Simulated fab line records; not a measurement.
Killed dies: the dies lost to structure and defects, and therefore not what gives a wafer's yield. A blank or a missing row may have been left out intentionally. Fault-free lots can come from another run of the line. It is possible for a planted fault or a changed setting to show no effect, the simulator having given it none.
Chamber matching ; flow nand harc ; NHARC_A_M1_CMP_23 on cmp-03: 4 sister chambers
The step polishes, t overpolish 20 s, target thk 154.34 nm. 14 wafers are shown with their chamber, then 7 later ones without.

## WAFERS PAIRED WITH THEIR CHAMBERS
wafer;chamber;motor current A (A);time to endpoint s (s)
L634.2;3;13.3;28.7
L634.3;2;14.4;32.2
L634.6;0;10.7;31.7
L639.1;0;11.0;31.7
L639.5;3;14.0;28.2
L639.6;2;14.6;26.4
L645.1;2;14.4;25.4
L647.2;2;14.4;30.0
L647.6;1;11.3;28.5
L651.2;1;11.8;31.1
L651.5;0;10.7;29.8
L651.6;3;13.8;29.9
L652.1;2;14.0;29.5
L652.5;0;11.5;27.9

SIGNATURES (means of the wafers above)
reading;chamber 0;chamber 1;chamber 2;chamber 3;scatter within a chamber
motor current A;10.975;11.550;14.360;13.700;0.317
time to endpoint s;30.275;29.800;28.700;28.933;2.14
Rule: a wafer lies at a distance from a chamber equal to the root of the sum of squares, over the readings, of (its reading less the chamber's mean, divided by the reading's scatter). The wafer belongs to the nearest chamber; if the next one is less than 2 further off, it can't be placed. The scatter: the root of (the sum of the squares of (reading less its chamber's mean) over the shown wafers, divided by (wafers less chambers)).

## WAFERS WITH NO CHAMBER GIVEN
wafer;motor current A (A);time to endpoint s (s)
L652.6;11.1;28.8
L656.3;11.5;29.8
L656.4;13.9;29.7
L656.5;11.6;28.5
L657.1;13.6;27.5
L657.5;10.8;29.7
L657.6;11.4;30.7

## EACH ONE'S CHAMBER
wafer;from the rows above;in truth
L652.6;can't be placed: 0 or 1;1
L656.3;can't be placed: 1 or 0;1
L656.4;can't be placed: 3 or 2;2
L656.5;can't be placed: 1 or 0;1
L657.1;can't be placed: 3 or 2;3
L657.5;can't be placed: 0 or 1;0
L657.6;can't be placed: 1 or 0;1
Correctly placed: 0 of 7. These rows do not allow placing 7 (true chamber among the candidates in 7). 0 placed wrongly.
